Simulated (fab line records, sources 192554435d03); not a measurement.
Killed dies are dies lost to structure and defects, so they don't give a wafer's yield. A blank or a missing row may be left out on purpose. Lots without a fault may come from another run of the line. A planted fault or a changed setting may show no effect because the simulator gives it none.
Chamber matching | flow n5_finfet | N5_BEOL_M9_STRIP_36 on rie_diel-04: 4 sister chambers
The step strips in N2/H2. 20 wafers are shown with their chamber, then 10 later ones without.

WAFERS WITH THEIR CHAMBER
wafer  | chamber | drypump_motor_current_A (A) | showerhead_plenum_p_Torr (Torr) | throttle_valve_pct (%)
L077.2 | 1       | 5.5                         | 2.58                            | 24.14
L077.3 | 3       | 4.9                         | 2.52                            | 23.64
L077.4 | 0       | 6.1                         | 2.45                            | 23.80
L083.2 | 2       | 4.9                         | 2.47                            | 23.47
L083.3 | 1       | 5.5                         | 2.58                            | 24.16
L083.6 | 3       | 4.9                         | 2.51                            | 23.64
L086.2 | 1       | 5.5                         | 2.57                            | 24.19
L086.3 | 2       | 4.8                         | 2.47                            | 23.45
L086.5 | 2       | 4.8                         | 2.47                            | 23.44
L089.1 | 0       | 6.0                         | 2.44                            | 23.81
L089.2 | 3       | 4.9                         | 2.50                            | 23.69
L089.3 | 2       | 4.9                         | 2.47                            | 23.43
L089.4 | 1       | 5.5                         | 2.57                            | 24.19
L089.5 | 0       | 6.1                         | 2.44                            | 23.84
L089.6 | 3       | 4.9                         | 2.50                            | 23.71
L090.2 | 3       | 4.9                         | 2.50                            | 23.72
L090.3 | 2       | 4.8                         | 2.47                            | 23.46
L090.6 | 2       | 4.9                         | 2.47                            | 23.51
L093.1 | 1       | 5.5                         | 2.57                            | 24.18
L093.2 | 3       | 5.0                         | 2.50                            | 23.71

SIGNATURES (means of the wafers above)
reading                  | chamber 0 | chamber 1 | chamber 2 | chamber 3 | scatter within a chamber
drypump_motor_current_A  | 6.067     | 5.500     | 4.850     | 4.917     | 0.0433
showerhead_plenum_p_Torr | 2.4433    | 2.5740    | 2.4700    | 2.5050    | 0.00579
throttle_valve_pct       | 23.8167   | 24.1720   | 23.4600   | 23.6850   | 0.0288
Rule: a wafer's distance from a chamber is the root of the sum, over the readings, of the square of ((its reading less the chamber's mean) divided by the reading's scatter). The wafer belongs to the nearest chamber; if the next one is less than 2 further off, it can't be placed. The scatter: the root of (the sum of the squares of (reading less its chamber's mean) over the shown wafers, divided by (wafers less chambers)).

WAFERS WITHOUT THEIR CHAMBER
wafer  | drypump_motor_current_A (A) | showerhead_plenum_p_Torr (Torr) | throttle_valve_pct (%)
L093.3 | 6.0                         | 2.44                            | 23.84
L093.4 | 4.8                         | 2.47                            | 23.49
L093.5 | 6.0                         | 2.44                            | 23.79
L093.6 | 5.5                         | 2.57                            | 24.21
L095.1 | 6.0                         | 2.43                            | 23.84
L095.2 | 5.5                         | 2.56                            | 24.24
L095.3 | 4.9                         | 2.46                            | 23.50
L095.4 | 5.5                         | 2.56                            | 24.23
L095.5 | 4.8                         | 2.46                            | 23.52
L095.6 | 6.0                         | 2.43                            | 23.83

WHICH CHAMBER EACH WENT THROUGH
wafer  | from the rows above | in truth
L093.3 | 0                   | 0
L093.4 | 2                   | 2
L093.5 | 0                   | 0
L093.6 | 1                   | 1
L095.1 | 0                   | 0
L095.2 | 1                   | 1
L095.3 | 2                   | 2
L095.4 | 1                   | 1
L095.5 | 2                   | 2
L095.6 | 0                   | 0
Placed correctly: 10 of 10. Can't be placed from these rows: 0. Placed wrongly: 0.
